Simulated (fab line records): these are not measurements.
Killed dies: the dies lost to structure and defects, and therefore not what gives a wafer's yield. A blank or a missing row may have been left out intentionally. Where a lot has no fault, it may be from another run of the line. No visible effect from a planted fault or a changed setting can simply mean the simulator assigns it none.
Struck lot and sound lot, side by side || flow n5_finfet || 14 out of 1938 route steps
Sound: these wafers, L707.2, L707.3, L707.5. Struck: wafer L714.5; the same lot's L714.4 was not struck, so it is left out; see the end for the cause.
Each step with rows lists, per side, the tool, then ch with its chambers, then its first start. Under that, the readings that differ: sound wafers || struck wafers || difference of the means || sigmas: that difference in standard deviations of wafers without a fault.
alike: readings whose means differ by less than 2 such deviations, and words and numbers that are the same on both sides. not compared: withheld readings, readings that some wafer has no value for, bounds like >300 that may hide the same value, and numbers for which the record gives no deviation and whose values overlap.
A row with sigmas, a row that says differs or no value, or rows on one side alone: a step with any of these is where the two part. Non-overlapping numbers with no deviation appear without sigmas and do not part them. Lack of a reading on every wafer of one side parts them only where that side has two or more wafers.

first, 2 steps without rows for these wafers: N5_BEOL_M7_PRECLEAN_42 (cleans in residue remover, time 60 s); N5_BEOL_M7_SRD_43 (time 30 s).
N5_BEOL_M7_CD_MEAS_35 targets a cd of 40 nm.
  sound on cd_sem-02 at day 12 22:38; struck on cd_sem-01 at day 14 04:02
  alike: cd_nm
N5_BEOL_M7_CURE_75: cures SiCOH lowk, time 120 s.
  sound on uv_cure-03 ch 0, day 12 23:40; struck on uv_cure-03 ch 2, day 14 04:14
  alike: lamp_power_pct, wafer_temp_C_max
then, 2 steps without rows for these wafers: N5_BEOL_M7_DEGAS_44 (time 60 s); N5_BEOL_M7_PRE_CLEAN_45 (time 30 s).
N5_BEOL_M7_ALD_77: deposits TaN, target thk 2 nm, pulse time 2 s, purge time 3 s.
  sound on ald_metal-02 ch 1,2,3, day 13 00:14; struck on ald_metal-03 ch 0, day 14 04:30
  alike: heater_power_w
N5_BEOL_M7_SURFACE_TREAT_79:
  sound on pvd_sputter-01 at day 13 00:40; struck on pvd_sputter-02 at day 14 04:57
  not compared: throttle_valve_pct
then, 1 step without rows for these wafers: N5_BEOL_M7_CVD_78 (deposits Co from CCTBA/H2, target thk 2 nm, time 142.3 s).
N5_BEOL_M7_SPUTTER_48: material Cu, target thk 10 nm, time 1.667 s.
  sound on pvd_sputter-01 at day 13 00:53; struck on pvd_sputter-03 at day 14 05:13
{"reading": "chamber_pressure_pa (Pa)", "sound": "0.13023 0.13013 0.13026", "struck": 0.12959, "difference": -0.00062, "sigmas": -2}
  alike: throttle_valve_pct
then, 1 step without rows for these wafers: N5_BEOL_M7_ECD_50 (material Cu, target thk 300 nm).
N5_BEOL_M7_ANNEAL_51: time 90 s.
  sound on rtp_anneal-02 ch 0, day 13 01:08; struck on rtp_anneal-01 ch 0, day 14 06:15
  alike: wafer_temp_C_max
N5_BEOL_M7_CMP_52: polishes, stops on SiCOH lowk, t overpolish 6.9 s, target thk 80 nm.
  sound on cmp-03 ch 0,2,3, day 13 01:28; struck on cmp-03 ch 2, day 14 06:28
{"reading": "barrier_field_endpoint_s (s)", "sound": "27.8 29.1 29.2", "struck": 16.5, "difference": -12.2, "sigmas": -20}
{"reading": "time_to_endpoint_s (s)", "sound": "61.7 66.0 67.7", "struck": 34.9, "difference": -30.2, "sigmas": -14}
{"reading": "model.Cu_of_BEOL_M7_ECD_50.thk_nm (nm)", "sound": "81.6 80 80.6", "struck": 78.6, "difference": -2.1, "sigmas": ""}
  alike: motor_current_A, overpolish_run_s
-- record jumps: 4 days separate the struck wafers' starts on either side; left off in module BEOL_M7, taken up again in module PASSIVATION, whose first shown step is the route's number 1936 --
N5_PASSIVATION_PROBE_49:
  only the struck wafers here have rows in the record (prober-02, day 18 06:52); the sound ones have none

== WHERE THEY PART ==
First at N5_BEOL_M7_SPUTTER_48; last, within this record, at N5_PASSIVATION_PROBE_49.

WHY: the cause the simulator had injected
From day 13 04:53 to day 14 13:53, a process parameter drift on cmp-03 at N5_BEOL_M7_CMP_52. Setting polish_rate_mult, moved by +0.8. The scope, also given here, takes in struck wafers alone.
